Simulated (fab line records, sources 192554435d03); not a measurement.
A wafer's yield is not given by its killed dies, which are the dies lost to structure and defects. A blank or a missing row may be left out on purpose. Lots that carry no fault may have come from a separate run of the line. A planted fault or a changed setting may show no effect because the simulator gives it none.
Matching of chambers -- flow n5 finfet -- rie diel-06 running N5_SDB_ETCH_17: 4 sister chambers
The step etches SiARC in CF4, target depth 23.4 nm, time 39 s. 8 wafers are shown with their chamber, then 9 later ones without.

WAFERS WITH THEIR CHAMBER
wafer,chamber,drypump motor current A (A),showerhead plenum p Torr (Torr)
L081.3,2,5.8,2.13
L085.5,0,4.8,2.26
L088.1,1,6.2,2.27
L088.4,3,5.7,2.21
L088.6,1,6.3,2.27
L092.1,0,4.8,2.25
L092.2,2,5.8,2.12
L092.4,3,5.7,2.20

WAFERS MISSING THEIR CHAMBER
wafer,drypump motor current A (A),showerhead plenum p Torr (Torr)
L093.1,5.8,2.12
L093.3,5.7,2.20
L093.4,6.3,2.27
L096.1,5.8,2.12
L096.4,6.2,2.26
L096.5,4.8,2.25
L097.1,4.8,2.25
L097.3,5.7,2.20
L097.5,5.7,2.20

THE CHAMBER EACH PASSED THROUGH
wafer,from the rows above,in truth
L093.1,2,2
L093.3,3,3
L093.4,1,1
L096.1,2,2
L096.4,1,1
L096.5,0,0
L097.1,0,0
L097.3,3,3
L097.5,3,3
Placed correctly: 9 of 9. Can't be placed from these rows: 0. Wrongly placed: 0.
How it was worked out, from the rows above alone: a wafer's distance from a chamber is the root of the sum, over the readings, of the square of ((its reading less the chamber's mean) divided by the reading's scatter). If the next closest chamber is less than 2 further off than the closest, the wafer can't be placed; otherwise it belongs to the closest. The mean given for a chamber averages the wafers shown for that chamber. How the scatter is found: for the shown wafers, subtract from each reading the mean of its chamber, square and add these, divide the total by (wafers less chambers), then take the root.
